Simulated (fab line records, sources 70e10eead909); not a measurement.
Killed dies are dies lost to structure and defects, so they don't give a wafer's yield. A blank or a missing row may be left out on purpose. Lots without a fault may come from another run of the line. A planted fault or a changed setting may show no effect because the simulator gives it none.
Chamber matching | flow nand_harc | NHARC_A_STAIRCASE_ETCH_271 on rie_diel-02: 4 sister chambers
The step etches the open film in CF4/CHF3. 8 wafers are shown with their chamber, then 7 later ones without.

WAFERS WITH THEIR CHAMBER
wafer  | chamber | drypump_motor_current_A (A) | showerhead_plenum_p_Torr (Torr)
L077.4 | 1       | 5.7                         | 1.45
L082.3 | 2       | 5.3                         | 1.54
L082.6 | 3       | 5.1                         | 1.56
L085.3 | 2       | 5.3                         | 1.54
L085.4 | 0       | 6.3                         | 1.63
L085.5 | 1       | 5.7                         | 1.69
L087.1 | 0       | 6.4                         | 1.63
L087.5 | 3       | 5.1                         | 1.56

WAFERS WITHOUT THEIR CHAMBER
wafer  | drypump_motor_current_A (A) | showerhead_plenum_p_Torr (Torr)
L087.6 | 6.4                         | 1.63
L090.1 | 5.7                         | 1.69
L090.4 | 5.3                         | 1.54
L090.5 | 5.7                         | 1.68
L097.1 | 6.4                         | 1.62
L097.2 | 5.7                         | 1.68
L097.3 | 5.1                         | 1.55

WHICH CHAMBER EACH WENT THROUGH
wafer  | from the rows above | in truth
L087.6 | 0                   | 0
L090.1 | 1                   | 1
L090.4 | 2                   | 2
L090.5 | 1                   | 1
L097.1 | 0                   | 0
L097.2 | 1                   | 1
L097.3 | 3                   | 3
Placed correctly: 7 of 7. Can't be placed from these rows: 0. Placed wrongly: 0.
How it was worked out, from the rows above alone: a wafer's distance from a chamber is the root of the sum, over the readings, of the square of ((its reading less the chamber's mean) divided by the reading's scatter). The wafer belongs to the nearest chamber; if the next one is less than 2 further off, it can't be placed. A chamber's mean is the mean of its shown wafers. The scatter: the root of (the sum of the squares of (reading less its chamber's mean) over the shown wafers, divided by (wafers less chambers)).
